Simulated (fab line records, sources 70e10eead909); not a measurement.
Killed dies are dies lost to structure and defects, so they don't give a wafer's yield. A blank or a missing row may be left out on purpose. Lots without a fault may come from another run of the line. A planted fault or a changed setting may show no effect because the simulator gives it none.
fab line records | flow nand_harc
record lots=5 wafers=15 last_day=34
route steps=1302 shown P_ZERO_WELL@49 P_STI@69
lots that met no fault: from a run of the same line without faults
start_h: hours from the record's first day to the start of the lot's first wafer shown | wait_h: hours since the lot's step before | " the same as in the row above | L1.1+2: a row that stands for several wafers | - no value, or no start given | * or withheld: withheld | < > ~ a bound
route shown NAME@n: a module of which the file shows steps, and the number in the route of the first | usual: mean/standard deviation of fault-free wafers | same: alike in all rows | chamber/n: place in a boat | sites: the reading at each site | _std_site: their standard deviation | _edge_site: outer sites' mean less inner sites' | radius_mm: how far each site lies from the wafer's centre | mask NAME#n: copy n | behind: the tool/chamber that last shaped the wafer | hold: why the lot was held/for how many hours/how that ended | device: the transistor (n, p or np) that didn't switch | end of line: the same wafers' tests at the end of the route | a step without rows: its recipe alone | killed: dies lost to structure and defects at the first sort, not the wafer's yield | map: a wafer's dies, x killed, . not, _ none there
set.NAME: the setting as run; set.NAME@STEP: as run at that earlier step | model.NAME: the simulator's own value behind a step, which no gauge read
lots at some steps of the route; a table a step, a row a wafer
services: from which hour (start_h, from the record's first day; less than 0 if before it) a tool's chamber was out of use, for how many hours, and why
## steps
# step NHARC_P_ZERO_WELL_IMPLANT_60
# recipe energy_kev=30 dose_cm2=2e+12 tilt_deg=7
# columns lot.wafer tool chamber start_h wait_h
L075.1+2+3 implanter-02 0 35.76 0.2
L076.1+2+5 implanter-02 0 44.78 0.1
L078.1+2+3 implanter-01 0 64.93 0.1
L095.1+3+5 implanter-02 0 236.60 0.1
L097.1+2+3 implanter-02 0 254.83 0.1
# step NHARC_P_ZERO_WELL_STRIP_41
# recipe time_s=840 temp_c=130 chemistry=SPM
# columns lot.wafer tool chamber start_h wait_h
L075.2+1+3 wet_bench-09 7,0,1 35.98 0.2
L076.5+1+2 wet_bench-09 1,4,5 45.00 0.1
L078.3+2+1 wet_bench-09 1,3,4 65.14 0.1
L095.3+1+5 wet_bench-03 3,4,6 236.81 0.1
L097.3+2+1 wet_bench-03 3,4,7 255.04 0.1
# step NHARC_P_ZERO_WELL_DEHYDRATE_44
# recipe temp_c=150 time_s=120
# usual plate_temp_C=150.02/0.13
# columns lot.wafer tool chamber start_h wait_h plate_temp_C
L075.1 litho_track-03 0 36.30 - 149.78
L075.2 " 0 " " 149.80
L075.3 " 0 " " 150.17
L076.1 litho_track-03 0 45.32 - 150.22
L076.2 " 0 " " 150.30
L076.5 " 0 " " 150.14
L078.1 litho_track-02 0 65.47 - 150.03
L078.2 " 0 " " 150.00
L078.3 " 0 " " 150.07
L095.1 litho_track-03 0 237.14 - 149.98
L095.3 " 0 " " 149.76
L095.5 " 0 " " 149.98
L097.1 litho_track-02 0 255.37 - 150.03
L097.2 " 0 " " 150.13
L097.3 " 0 " " 150.12
# step NHARC_P_ZERO_WELL_HMDS_45
# recipe time_s=30
# columns lot.wafer tool chamber start_h wait_h
L075.1+2+3 litho_track-03 0 - -
L076.1+2+5 litho_track-03 0 - -
L078.1+2+3 litho_track-02 0 - -
L095.1+3+5 litho_track-03 0 - -
L097.1+2+3 litho_track-02 0 - -
# step NHARC_P_ZERO_WELL_COAT_46
# recipe spin_rpm=withheld
# columns lot.wafer tool chamber start_h wait_h
L075.1+2+3 litho_track-03 0 - -
L076.1+2+5 litho_track-03 0 - -
L078.1+2+3 litho_track-02 0 - -
L095.1+3+5 litho_track-03 0 - -
L097.1+2+3 litho_track-02 0 - -
# step NHARC_P_ZERO_WELL_SOFTBAKE_47
# recipe temp_c=122 time_s=95
# usual plate_temp_C=122.01/0.13
# columns lot.wafer tool chamber start_h wait_h plate_temp_C
L075.1 litho_track-03 0 - - 122.09
L075.2 " 0 " " 122.05
L075.3 " 0 " " 122.18
L076.1 litho_track-03 0 - - 121.79
L076.2 " 0 " " 122.00
L076.5 " 0 " " 121.88
L078.1 litho_track-02 0 - - 121.81
L078.2 " 0 " " 122.24
L078.3 " 0 " " 121.89
L095.1 litho_track-03 0 - - 122.11
L095.3 " 0 " " 121.92
L095.5 " 0 " " 121.97
L097.1 litho_track-02 0 - - 122.24
L097.2 " 0 " " 122.11
L097.3 " 0 " " 122.06
# step NHARC_P_ZERO_WELL_EBR_48
# columns lot.wafer tool chamber start_h wait_h
L075.1+2+3 litho_track-03 0 - -
L076.1+2+5 litho_track-03 0 - -
L078.1+2+3 litho_track-02 0 - -
L095.1+3+5 litho_track-03 0 - -
L097.1+2+3 litho_track-02 0 - -
# step NHARC_P_ZERO_WELL_EXPOSE_49
# recipe na=0.6 target_cd_nm=2000 dose_mj=22.64 mask_id=P_HVPW
# usual reticle_temp_C=23.01/0.094
# columns lot.wafer tool chamber start_h wait_h mask reticle_temp_C
L075.1 krf_scanner-02 0 36.57 - P_HVPW#0 22.82
L075.2 " 0 " " P_HVPW#0 22.91
L075.3 " 0 " " P_HVPW#0 23.14
L076.1 krf_scanner-01 0 45.59 - P_HVPW#0 22.93
L076.2 " 0 " " P_HVPW#0 23.09
L076.5 " 0 " " P_HVPW#0 23.12
L078.1 krf_scanner-04 0 65.74 - P_HVPW#0 22.88
L078.2 " 0 " " P_HVPW#0 23.19
L078.3 " 0 " " P_HVPW#0 22.84
L095.1 krf_scanner-04 0 237.41 - P_HVPW#0 23.05
L095.3 " 0 " " P_HVPW#0 23.03
L095.5 " 0 " " P_HVPW#0 22.93
L097.1 krf_scanner-01 0 255.51 - P_HVPW#0 22.87
L097.2 " 0 " " P_HVPW#0 22.90
L097.3 " 0 " " P_HVPW#0 23.04
# step NHARC_P_ZERO_WELL_PEB_50
# recipe peb_temp_c=118 peb_time_s=85
# usual plate_temp_C=117.98/0.12
# columns lot.wafer tool chamber start_h wait_h plate_temp_C
L075.1 litho_track-05 0 36.64 0.1 117.80
L075.2 " 0 " " 118.06
L075.3 " 0 " " 118.20
L076.1 litho_track-03 0 45.65 0.1 118.02
L076.2 " 0 " " 118.03
L076.5 " 0 " " 118.14
L078.1 litho_track-03 0 65.81 0.1 118.08
L078.2 " 0 " " 118.12
L078.3 " 0 " " 117.92
L095.1 litho_track-02 0 237.48 0.1 117.98
L095.3 " 0 " " 117.99
L095.5 " 0 " " 117.91
L097.1 litho_track-02 0 255.58 0.1 118.16
L097.2 " 0 " " 117.93
L097.3 " 0 " " 118.07
# step NHARC_P_ZERO_WELL_DEVELOP_51
# recipe time_s=70
# columns lot.wafer tool chamber start_h wait_h
L075.1+2+3 litho_track-05 0 - -
L076.1+2+5 litho_track-03 0 - -
L078.1+2+3 litho_track-03 0 - -
L095.1+3+5 litho_track-02 0 - -
L097.1+2+3 litho_track-02 0 - -
# step NHARC_P_ZERO_WELL_CD_MEAS_52
# recipe target_cd_nm=2000 landing_energy_ev=500
# usual cd_nm=2000.1/2.1
# columns lot.wafer tool chamber start_h wait_h cd_nm
L075.1 cd_sem-03 0 36.73 - 2002.0
L075.2 " 0 " " 1999.3
L075.3 " 0 " " 2000.9
L076.1 cd_sem-01 0 45.74 - 2001.9
L076.2 " 0 " " 1998.3
L076.5 " 0 " " 1999.2
L078.1 cd_sem-03 0 65.90 - 1998.5
L078.2 " 0 " " 2001.6
L078.3 " 0 " " 2001.4
L095.1 cd_sem-01 0 237.57 - 2001.6
L095.3 " 0 " " 2002.5
L095.5 " 0 " " 1999.4
L097.1 cd_sem-03 0 255.67 - 2002.7
L097.2 " 0 " " 2001.5
L097.3 " 0 " " 2001.4
# step NHARC_P_ZERO_WELL_HARDBAKE_53
# recipe temp_c=125 time_s=80
# usual plate_temp_C=125.00/0.14
# columns lot.wafer tool chamber start_h wait_h plate_temp_C
L075.1 litho_track-02 0 36.81 - 124.95
L075.2 " 0 " " 124.95
L075.3 " 0 " " 125.21
L076.1 litho_track-02 0 45.82 - 124.76
L076.2 " 0 " " 124.93
L076.5 " 0 " " 124.92
L078.1 litho_track-05 0 65.98 - 125.08
L078.2 " 0 " " 124.87
L078.3 " 0 " " 125.22
L095.1 litho_track-03 0 237.65 - 124.88
L095.3 " 0 " " 124.81
L095.5 " 0 " " 124.98
L097.1 litho_track-03 0 255.75 - 125.00
L097.2 " 0 " " 125.14
L097.3 " 0 " " 125.02
# step NHARC_P_ZERO_WELL_DESCUM_54
# recipe time_s=3 o2_flow_sccm=200 ar_flow_sccm=0 bias_power_w=0 chemistry=O2
# usual drypump_motor_current_A=5.82/0.28 oes_product_au=1.000/0.01 rf_vpp_V=57.9/0.96 showerhead_plenum_p_Torr=1.93/0.088 throttle_valve_pct=11.311/0.0081
# columns lot.wafer tool chamber start_h wait_h drypump_motor_current_A oes_product_au rf_hours_counter_h rf_vpp_V showerhead_plenum_p_Torr throttle_valve_pct
L075.3 rie_diel-02 1 36.90 - 5.66 0.995 56 57.6 1.86 11.304
L075.1 " 2 " " 5.75 1.007 57 57.0 1.90 11.318
L075.2 " 3 " " 5.24 1.004 59 59.6 2.02 11.324
L076.2 rie_diel-09 0 45.93 - 5.94 1.002 21 57.5 2.02 11.307
L076.1 " 1 " " 5.88 0.994 22 58.8 1.89 11.309
L076.5 " 3 " " 5.87 0.990 - 56.8 1.78 11.311
L078.2 rie_diel-02 1 66.06 - 5.65 1.007 9 58.2 1.85 11.298
L078.3 " 2 " " 5.75 0.985 8 57.6 1.90 11.314
L078.1 " 3 " " 5.28 1.007 8 59.0 2.02 11.315
L095.1 rie_diel-02 3 237.74 - 5.25 0.999 10 58.1 2.00 11.308
L095.3 " 1 " " 5.66 0.999 6 56.9 1.84 11.299
L095.5 " 3 " " 5.25 0.998 - 59.0 2.00 11.313
L097.2 rie_diel-12 1 255.83 - 5.88 1.019 55 59.2 1.96 11.307
L097.1 " 3 " " 5.86 0.987 57 59.0 1.78 11.312
L097.3 " 0 " " 5.71 0.997 55 57.3 1.95 11.320
# step NHARC_P_ZERO_WELL_IMPLANT_55
# recipe energy_kev=180 dose_cm2=8e+11 tilt_deg=7
# columns lot.wafer tool chamber start_h wait_h
L075.1+2+3 implanter-01 0 37.04 0.1
L076.1+2+5 implanter-01 0 46.05 0.1
L078.1+2+3 implanter-01 0 66.21 0.1
L095.1+3+5 implanter-01 0 237.88 0.1
L097.1+2+3 implanter-02 0 255.98 0.1
# step NHARC_P_ZERO_WELL_IMPLANT_61
# recipe energy_kev=30 dose_cm2=5e+11 tilt_deg=7
# columns lot.wafer tool chamber start_h wait_h
L075.1+2+3 implanter-01 0 37.22 0.1
L076.1+2+5 implanter-01 0 46.23 0.1
L078.1+2+3 implanter-01 0 66.39 0.2
L095.1+3+5 implanter-01 0 238.06 0.1
L097.1+2+3 implanter-02 0 256.16 0.2
# step NHARC_P_ZERO_WELL_STRIP_56
# recipe time_s=840 temp_c=130 chemistry=SPM
# columns lot.wafer tool chamber start_h wait_h
L075.3+2+1 wet_bench-09 4,6,7 37.45 0.1
L076.1+5+2 wet_bench-09 6,0,3 46.44 0.2
L078.2+3+1 wet_bench-05 1,4,5 66.61 0.2
L095.3+5+1 wet_bench-09 0,2,5 238.27 0.1
L097.2+1+3 wet_bench-03 0,2,4 256.38 0.2
# step NHARC_P_ZERO_WELL_PRECLEAN_68
# recipe time_s=60 temp_c=50 bath_age_min=0 chemistry=SC1
# columns lot.wafer tool chamber start_h wait_h
L075.3+2+1 wet_bench-09 4,6,7 - -
L076.1+5+2 wet_bench-09 6,0,3 - -
L078.2+3+1 wet_bench-05 1,4,5 - -
L095.3+5+1 wet_bench-09 0,2,5 - -
L097.2+1+3 wet_bench-03 0,2,4 - -
# step NHARC_P_ZERO_WELL_SRD_69
# columns lot.wafer tool chamber start_h wait_h
L075.3+2+1 wet_bench-09 4,6,7 - -
L076.1+5+2 wet_bench-09 6,0,3 - -
L078.2+3+1 wet_bench-05 1,4,5 - -
L095.3+5+1 wet_bench-09 0,2,5 - -
L097.2+1+3 wet_bench-03 0,2,4 - -
# step NHARC_P_ZERO_WELL_RTA_42
# recipe temp_c=1100 time_s=300
# usual lamp_power_pct=35.8/1.7 wafer_temp_C_max=1107.3/1.9
# columns lot.wafer tool chamber start_h wait_h lamp_power_pct wafer_temp_C_max
L075.1 rtp_anneal-01 0 37.87 - 36.9 1105.7
L075.2 " 0 " " 36.9 1107.2
L075.3 " 0 " " 36.9 1107.3
L076.1 rtp_anneal-01 0 46.97 - 36.9 1106.9
L076.2 " 0 " " 36.9 1109.2
L076.5 " 0 " " 36.9 1109.1
L078.1 rtp_anneal-02 0 67.04 - 33.3 1105.7
L078.2 " 0 " " 33.4 1105.9
L078.3 " 0 " " 33.4 1105.8
L095.1 rtp_anneal-01 0 238.71 - 37.0 1106.0
L095.3 " 0 " " 37.0 1108.5
L095.5 " 0 " " 37.0 1106.7
L097.1 rtp_anneal-02 0 256.81 - 33.3 1105.0
L097.2 " 0 " " 33.4 1105.2
L097.3 " 0 " " 33.4 1105.9
# step NHARC_P_ZERO_WELL_INSPECT_43
# usual raw_defect_count=12/6
# columns lot.wafer tool chamber start_h wait_h raw_defect_count
L075.1 defect_inspect-01 - 38.53 0.6 11
L075.2 " - " " 4
L075.3 " - " " 9
L076.1 defect_inspect-02 - 47.63 0.6 14
L076.2 " - " " 42
L076.5 " - " " 13
L078.1 defect_inspect-02 - 67.72 0.6 4
L078.2 " - " " 16
L078.3 " - " " 4
L095.1 defect_inspect-02 - 239.38 0.6 13
L095.3 " - " " 8
L095.5 " - " " 6
L097.1 defect_inspect-02 - 257.50 0.6 17
L097.2 " - " " 13
L097.3 " - " " 20
# step NHARC_P_STI_ETCH_26
# recipe target_depth_a=110 chemistry=dHF material=SiO2
# columns lot.wafer tool chamber start_h wait_h
L075.2+1+3 wet_bench-02 3,7,0 38.59 0.1
L076.5+1+2 wet_bench-07 2,3,4 47.68 0.0
L078.3+1+2 wet_bench-07 2,3,4 67.78 0.1
L095.3+1+5 wet_bench-07 0,1,5 239.43 0.0
L097.2+1+3 wet_bench-01 5,6,2 257.55 0.0
# step NHARC_P_STI_PRECLEAN_27
# recipe time_s=* temp_c=50 bath_age_min=0 chemistry=SC1
# columns lot.wafer tool chamber start_h wait_h
L075.2+1+3 wet_bench-02 3,7,0 38.73 0.1
L076.5+1+2 wet_bench-07 2,3,4 47.76 0.1
L078.3+1+2 wet_bench-07 2,3,4 67.84 0.0
L095.3+1+5 wet_bench-07 0,1,5 239.50 0.1
L097.2+1+3 wet_bench-01 5,6,2 257.61 0.1
# step NHARC_P_STI_SRD_28
# columns lot.wafer tool chamber start_h wait_h
L075.2+1+3 wet_bench-02 3,7,0 - -
L076.5+1+2 wet_bench-07 2,3,4 - -
L078.3+1+2 wet_bench-07 2,3,4 - -
L095.3+1+5 wet_bench-07 0,1,5 - -
L097.2+1+3 wet_bench-01 5,6,2 - -
# step NHARC_P_STI_OXIDE_29
# recipe target_thk_a=100 temp_c=900 ox_time_s=1362 material=SiO2
# usual ox_temp_c=900.0/0.36
# columns lot.wafer tool chamber start_h wait_h ox_temp_c
L075.1 furnace-06 0 46.70 - 899.9
L075.2 " 0 " " 900.1
L075.3 " 0 " " 900.2
L076.1 furnace-04 0 52.42 - 899.8
L076.2 " 0 " " 899.5
L076.5 " 0 " " 899.6
L078.1 furnace-06 0 74.65 - 899.7
L078.2 " 0 " " 900.3
L078.3 " 0 " " 900.7
L095.1 furnace-07 0 242.83 - 899.9
L095.3 " 0 " " 900.4
L095.5 " 0 " " 900.2
L097.1 furnace-07 0 261.97 - 899.8
L097.2 " 0 " " 899.9
L097.3 " 0 " " 899.2
# step NHARC_P_STI_HM_DEP_30
# recipe target_thk_a=800 temp_c=790 pressure_mtorr=300 time_s=873 material=Si3N4
# columns lot.wafer tool chamber start_h wait_h
L075.1+2+3 lpcvd-01 1 53.84 3.5
L076.1+2+5 lpcvd-01 1 59.46 3.5
L078.1+2+3 lpcvd-02 0 81.81 3.5
L095.1+3+5 lpcvd-02 0 249.99 3.5
L097.1+2+3 lpcvd-01 0 269.15 3.5
# step NHARC_P_STI_DEHYDRATE_01
# recipe temp_c=150 time_s=120
# usual plate_temp_C=149.99/0.14
# columns lot.wafer tool chamber start_h wait_h plate_temp_C
L075.1 litho_track-07 0 57.46 0.4 149.73
L075.2 " 0 " " 149.82
L075.3 " 0 " " 150.14
L076.1 litho_track-07 0 63.10 0.4 150.08
L076.2 " 0 " " 149.91
L076.5 " 0 " " 149.91
L078.1 litho_track-05 0 85.44 0.4 150.04
L078.2 " 0 " " 149.87
L078.3 " 0 " " 150.19
L095.1 litho_track-02 0 253.66 0.4 150.02
L095.3 " 0 " " 149.66
L095.5 " 0 " " 149.89
L097.1 litho_track-05 0 272.79 0.4 149.99
L097.2 " 0 " " 150.00
L097.3 " 0 " " 149.99
# step NHARC_P_STI_HMDS_02
# recipe time_s=30
# columns lot.wafer tool chamber start_h wait_h
L075.1+2+3 litho_track-07 0 - -
L076.1+2+5 litho_track-07 0 - -
L078.1+2+3 litho_track-05 0 - -
L095.1+3+5 litho_track-02 0 - -
L097.1+2+3 litho_track-05 0 - -
# step NHARC_P_STI_COAT_41
# recipe temp_c=200 time_s=65
# usual plate_temp_C=199.97/0.16
# columns lot.wafer tool chamber start_h wait_h plate_temp_C
L075.1 litho_track-07 0 - - 199.80
L075.2 " 0 " " 199.90
L075.3 " 0 " " 199.88
L076.1 litho_track-07 0 - - 200.02
L076.2 " 0 " " 200.19
L076.5 " 0 " " 200.14
L078.1 litho_track-05 0 - - 199.97
L078.2 " 0 " " 199.97
L078.3 " 0 " " 199.87
L095.1 litho_track-02 0 - - 199.99
L095.3 " 0 " " 200.01
L095.5 " 0 " " 200.08
L097.1 litho_track-05 0 - - 199.88
L097.2 " 0 " " 199.89
L097.3 " 0 " " 200.06
# step NHARC_P_STI_COAT_03
# recipe spin_rpm=2000 resist_thk_nm=600
# columns lot.wafer tool chamber start_h wait_h
L075.1+2+3 litho_track-07 0 - -
L076.1+2+5 litho_track-07 0 - -
L078.1+2+3 litho_track-05 0 - -
L095.1+3+5 litho_track-02 0 - -
L097.1+2+3 litho_track-05 0 - -
# step NHARC_P_STI_SOFTBAKE_04
# recipe temp_c=125 time_s=70
# usual plate_temp_C=124.96/0.12
# columns lot.wafer tool chamber start_h wait_h plate_temp_C
L075.1 litho_track-07 0 - - 125.04
L075.2 " 0 " " 125.00
L075.3 " 0 " " 125.16
L076.1 litho_track-07 0 - - 124.98
L076.2 " 0 " " 125.05
L076.5 " 0 " " 124.85
L078.1 litho_track-05 0 - - 125.13
L078.2 " 0 " " 124.95
L078.3 " 0 " " 124.99
L095.1 litho_track-02 0 - - 125.21
L095.3 " 0 " " 125.19
L095.5 " 0 " " 125.05
L097.1 litho_track-05 0 - - 124.90
L097.2 " 0 " " 124.89
L097.3 " 0 " " 125.00
# step NHARC_P_STI_EBR_05
# columns lot.wafer tool chamber start_h wait_h
L075.1+2+3 litho_track-07 0 - -
L076.1+2+5 litho_track-07 0 - -
L078.1+2+3 litho_track-05 0 - -
L095.1+3+5 litho_track-02 0 - -
L097.1+2+3 litho_track-05 0 - -
# step NHARC_P_STI_EXPOSE_06
# recipe na=0.55 target_cd_nm=200 dose_mj=37.69 mask_id=P_STI
# usual reticle_temp_C=23.04/0.091
# columns lot.wafer tool chamber start_h wait_h mask reticle_temp_C
L075.1 krf_scanner-02 0 57.63 - P_STI#0 23.09
L075.2 " 0 " " P_STI#0 23.13
L075.3 " 0 " " P_STI#0 23.17
L076.1 krf_scanner-02 0 63.27 - P_STI#0 22.92
L076.2 " 0 " " P_STI#0 23.01
L076.5 " 0 " " P_STI#0 22.88
L078.1 krf_scanner-03 0 85.73 - P_STI#0 23.06
L078.2 " 0 " " P_STI#0 23.04
L078.3 " 0 " " P_STI#0 23.15
L095.1 krf_scanner-02 0 253.94 - P_STI#0 22.99
L095.3 " 0 " " P_STI#0 22.90
L095.5 " 0 " " P_STI#0 22.94
L097.1 krf_scanner-03 0 273.08 - P_STI#0 23.02
L097.2 " 0 " " P_STI#0 23.10
L097.3 " 0 " " P_STI#0 23.18
# step NHARC_P_STI_PEB_07
# recipe peb_temp_c=128 peb_time_s=80
# usual plate_temp_C=127.99/0.15
# columns lot.wafer tool chamber start_h wait_h plate_temp_C
L075.1 litho_track-07 0 57.69 0.1 127.91
L075.2 " 0 " " 127.86
L075.3 " 0 " " 128.14
L076.1 litho_track-02 0 63.33 0.1 128.02
L076.2 " 0 " " 127.91
L076.5 " 0 " " 128.01
L078.1 litho_track-05 0 85.79 0.1 127.92
L078.2 " 0 " " 127.97
L078.3 " 0 " " 127.97
L095.1 litho_track-05 0 254.01 0.1 127.77
L095.3 " 0 " " 127.68
L095.5 " 0 " " 127.64
L097.1 litho_track-05 0 273.14 0.1 127.97
L097.2 " 0 " " 128.11
L097.3 " 0 " " 128.12
# step NHARC_P_STI_DEVELOP_08
# recipe time_s=50 dev_temp_c=22
# columns lot.wafer tool chamber start_h wait_h
L075.1+2+3 litho_track-07 0 - -
L076.1+2+5 litho_track-02 0 - -
L078.1+2+3 litho_track-05 0 - -
L095.1+3+5 litho_track-05 0 - -
L097.1+2+3 litho_track-05 0 - -
# step NHARC_P_STI_CD_MEAS_09
# recipe target_cd_nm=200 landing_energy_ev=500
# usual cd_nm=200.4/2.3
# columns lot.wafer tool chamber start_h wait_h cd_nm
L075.1 cd_sem-01 0 57.78 - 199.3
L075.2 " 0 " " 202.1
L075.3 " 0 " " 198.2
L076.1 cd_sem-03 0 63.42 - 202.6
L076.2 " 0 " " 203.6
L076.5 " 0 " " 202.4
L078.1 cd_sem-01 0 85.88 - 197.8
L078.2 " 0 " " 197.9
L078.3 " 0 " " 198.2
L095.1 cd_sem-02 0 254.10 - 198.1
L095.3 " 0 " " 199.5
L095.5 " 0 " " 200.8
L097.1 cd_sem-02 0 273.23 - 200.6
L097.2 " 0 " " 199.3
L097.3 " 0 " " 197.7
# step NHARC_P_STI_OVL_MEAS_10
# usual overlay_x_nm=-1/5.9 overlay_y_nm=1/5.4
# columns lot.wafer tool chamber start_h wait_h overlay_x_nm overlay_y_nm
L075.1 overlay-01 - 57.86 - -8 1
L075.2 " - " " -9 1
L075.3 " - " " -8 1
L076.1 overlay-01 - 63.51 - -4 -12
L076.2 " - " " -4 -12
L076.5 " - " " -4 -12
L078.1 overlay-02 - 85.97 - 2 0
L078.2 " - " " 1 0
L078.3 " - " " 1 -1
L095.1 overlay-02 - 254.18 - -7 0
L095.3 " - " " -8 0
L095.5 " - " " -7 0
L097.1 overlay-02 - 273.32 - -1 -1
L097.2 " - " " 0 -1
L097.3 " - " " -1 -1
# step NHARC_P_STI_INSPECT_11
# usual raw_defect_count=5.2/2.5
# columns lot.wafer tool chamber start_h wait_h raw_defect_count
L075.1 defect_inspect-01 - 57.90 0.0 3
L075.2 " - " " 7
L075.3 " - " " 0
L076.1 defect_inspect-02 - 63.55 0.0 8
L076.2 " - " " 7
L076.5 " - " " 4
L078.1 defect_inspect-01 - 86.00 0.0 4
L078.2 " - " " 7
L078.3 " - " " 3
L095.1 defect_inspect-01 - 254.22 0.0 5
L095.3 " - " " 6
L095.5 " - " " 3
L097.1 defect_inspect-02 - 273.37 0.1 6
L097.2 " - " " 11
L097.3 " - " " 4
# step NHARC_P_STI_HARDBAKE_13
# recipe temp_c=118 time_s=65
# usual plate_temp_C=118.02/0.12
# columns lot.wafer tool chamber start_h wait_h plate_temp_C
L075.1 litho_track-07 0 57.96 0.1 118.08
L075.2 " 0 " " 118.19
L075.3 " 0 " " 118.04
L076.1 litho_track-07 0 63.61 0.1 118.00
L076.2 " 0 " " 117.97
L076.5 " 0 " " 117.95
L078.1 litho_track-02 0 86.06 0.1 117.90
L078.2 " 0 " " 117.98
L078.3 " 0 " " 118.16
L095.1 litho_track-02 0 254.28 0.1 117.91
L095.3 " 0 " " 118.26
L095.5 " 0 " " 118.05
L097.1 litho_track-05 0 273.42 0.1 118.00
L097.2 " 0 " " 117.94
L097.3 " 0 " " 117.83
# step NHARC_P_STI_DESCUM_14
# recipe time_s=3 o2_flow_sccm=200 ar_flow_sccm=0 bias_power_w=0 chemistry=O2
# usual drypump_motor_current_A=5.4/0.43 oes_product_au=1.001/0.012 rf_vpp_V=57.7/0.73 showerhead_plenum_p_Torr=1.89/0.064 throttle_valve_pct=11.311/0.0095
# columns lot.wafer tool chamber start_h wait_h drypump_motor_current_A oes_product_au rf_hours_counter_h rf_vpp_V showerhead_plenum_p_Torr throttle_valve_pct
L075.3 rie_diel-07 1 58.04 - 4.7 1.009 5 56.8 1.79 11.303
L075.2 " 2 " " 5.3 1.023 4 57.6 1.95 11.310
L075.1 " 0 " " 5.8 1.015 6 57.6 1.92 11.307
L076.2 rie_diel-11 1 63.68 - 5.4 0.984 7 57.5 1.93 11.311
L076.1 " 0 " " 5.0 0.979 7 58.7 1.87 11.314
L076.5 " 1 " " 5.4 0.985 - 57.7 1.93 11.300
L078.3 rie_diel-07 0 86.15 - 5.8 1.019 8 57.5 1.92 11.311
L078.2 " 1 " " 4.6 0.995 6 57.7 1.79 11.314
L078.1 " 2 " " 5.3 1.020 6 58.4 1.94 11.341
L095.3 rie_diel-05 3 254.36 - 5.2 0.995 1 58.9 1.91 11.323
L095.1 " 1 " " 5.5 1.012 1 57.2 1.83 11.294
L095.5 " 3 " " 5.2 0.997 - 57.7 1.91 11.303
L097.1 rie_diel-07 3 273.50 - 5.9 1.005 9 57.2 1.81 11.308
L097.2 " 0 " " 5.8 0.997 7 57.7 1.92 11.293
L097.3 " 2 " " 5.3 1.023 9 57.8 1.94 11.329
# step NHARC_P_STI_ETCH_42
# recipe target_depth_a=800 overetch_a=240 time_s=61 ion_energy_ev=200 n2_flow_sccm=150 h2_flow_sccm=150 ar_flow_sccm=0 rf_w=400 bias_w=150 chemistry=N2/H2
# usual drypump_motor_current_A=5.4/0.44 oes_product_au=1.002/0.012 rf_vpp_V=429.9/2.1 showerhead_plenum_p_Torr=2.01/0.07 throttle_valve_pct=14.171/0.0084
# columns lot.wafer tool chamber start_h wait_h drypump_motor_current_A oes_product_au rf_hours_counter_h rf_vpp_V showerhead_plenum_p_Torr throttle_valve_pct
L075.3 rie_diel-07 1 58.12 0.1 4.7 1.007 5 427.4 1.90 14.173
L075.1 " 2 " " 5.4 1.020 4 433.0 2.07 14.178
L075.2 " 0 " " 5.8 1.014 6 431.1 2.05 14.163
L076.1 rie_diel-11 3 63.78 0.1 5.0 0.991 7 430.9 2.07 14.173
L076.2 " 0 " " 5.0 0.979 7 427.6 1.99 14.180
L076.5 " 3 " " 5.0 0.997 - 431.1 2.07 14.176
L078.2 rie_diel-07 0 86.22 0.1 5.8 1.006 8 430.8 2.05 14.162
L078.3 " 2 " " 5.4 1.023 6 431.3 2.07 14.168
L078.1 " 3 " " 5.9 0.977 8 427.0 1.93 14.172
L095.1 rie_diel-05 1 254.45 0.1 5.5 1.005 1 427.9 1.94 14.174
L095.3 " 2 " " 6.3 0.974 1 428.0 1.92 14.180
L095.5 " 3 " " 5.2 0.999 - 431.4 2.04 14.173
L097.3 rie_diel-07 3 273.59 0.1 5.9 1.024 9 426.4 1.92 14.177
L097.2 " 0 " " 5.8 1.001 7 430.2 2.05 14.173
L097.1 " 2 " " 5.4 1.015 9 432.3 2.07 14.175
# step NHARC_P_STI_ETCH_31
# recipe target_depth_a=1089 time_s=54.5 cf4_flow_sccm=100 chf3_flow_sccm=30 ar_flow_sccm=0 rf_w=500 bias_w=200 chemistry=CF4/CHF3
# usual cf4_flow_sccm=100.08/0.3 chf3_flow_sccm=29.99/0.088 drypump_motor_current_A=5.4/0.42 oes_product_au=0.961/0.018 rf_vpp_V=369.9/1.8 showerhead_plenum_p_Torr=1.55/0.05 throttle_valve_pct=16.802/0.0092
# columns lot.wafer tool chamber start_h wait_h cf4_flow_sccm chf3_flow_sccm drypump_motor_current_A oes_product_au rf_hours_counter_h rf_vpp_V showerhead_plenum_p_Torr throttle_valve_pct
L075.2 rie_diel-07 2 - - 100.38 30.07 5.3 0.975 4 371.2 1.60 16.796
L075.3 " 3 " " 100.54 29.92 5.9 0.970 6 368.3 1.49 16.796
L075.1 " 1 " " 99.88 29.94 4.7 0.969 5 368.5 1.48 16.790
L076.2 rie_diel-11 1 - - 99.93 29.85 5.4 0.937 7 369.9 1.59 16.802
L076.1 " 3 " " 100.08 30.06 4.9 0.974 8 370.9 1.59 16.804
L076.5 " 2 " " 100.25 30.05 5.7 0.977 - 370.2 1.56 16.803
L078.1 rie_diel-07 0 - - 100.39 30.12 5.8 0.947 9 370.7 1.58 16.799
L078.2 " 1 " " 99.93 29.87 4.6 0.920 6 367.3 1.48 16.805
L078.3 " 2 " " 100.34 29.90 5.4 0.948 6 371.0 1.60 16.800
L095.3 rie_diel-05 2 - - 100.03 29.86 6.2 0.956 1 368.7 1.49 16.802
L095.1 " 0 " " 100.26 29.93 5.3 0.971 1 374.3 1.64 16.808
L095.5 " 3 " " 99.80 29.98 5.2 0.954 - 370.8 1.57 16.789
L097.1 rie_diel-07 0 - - 99.85 29.94 5.8 0.948 7 370.2 1.58 16.809
L097.2 " 1 " " 100.05 29.91 4.7 0.973 10 366.0 1.47 16.801
L097.3 " 2 " " 100.00 30.08 5.3 0.994 9 371.1 1.59 16.802
## services
# columns tool chamber start_h hours kind
implanter-01 - 24.64 8.1 repair
wet_bench-03 - 34.40 8.0 pm
litho_track-02 - 52.00 7.0 pm
rie_diel-07 - 68.37 2.4 repair
litho_track-07 - 76.00 7.0 pm
implanter-01 - 95.32 1.1 repair
litho_track-03 - 100.00 7.0 pm
rie_diel-07 2 104.36 3.2 repair
implanter-01 - 107.78 0.7 repair
rie_diel-07 1 110.61 2.5 repair
implanter-02 - 112.65 2.3 repair
litho_track-05 - 124.00 7.0 pm
rie_diel-07 - 129.18 9.0 pm
implanter-02 - 146.00 13.0 pm
implanter-01 - 148.39 1.2 repair
wet_bench-07 - 157.59 0.9 repair
wet_bench-07 - 160.00 8.0 pm
rie_diel-07 2 160.20 5.7 repair
wet_bench-09 - 164.28 0.9 repair
rie_diel-07 0 166.78 35.2 repair
wet_bench-09 - 176.80 8.0 pm
rie_diel-07 2 196.63 1.9 repair
litho_track-02 - 227.00 7.0 pm
litho_track-07 - 251.00 7.0 pm
## key
fault none
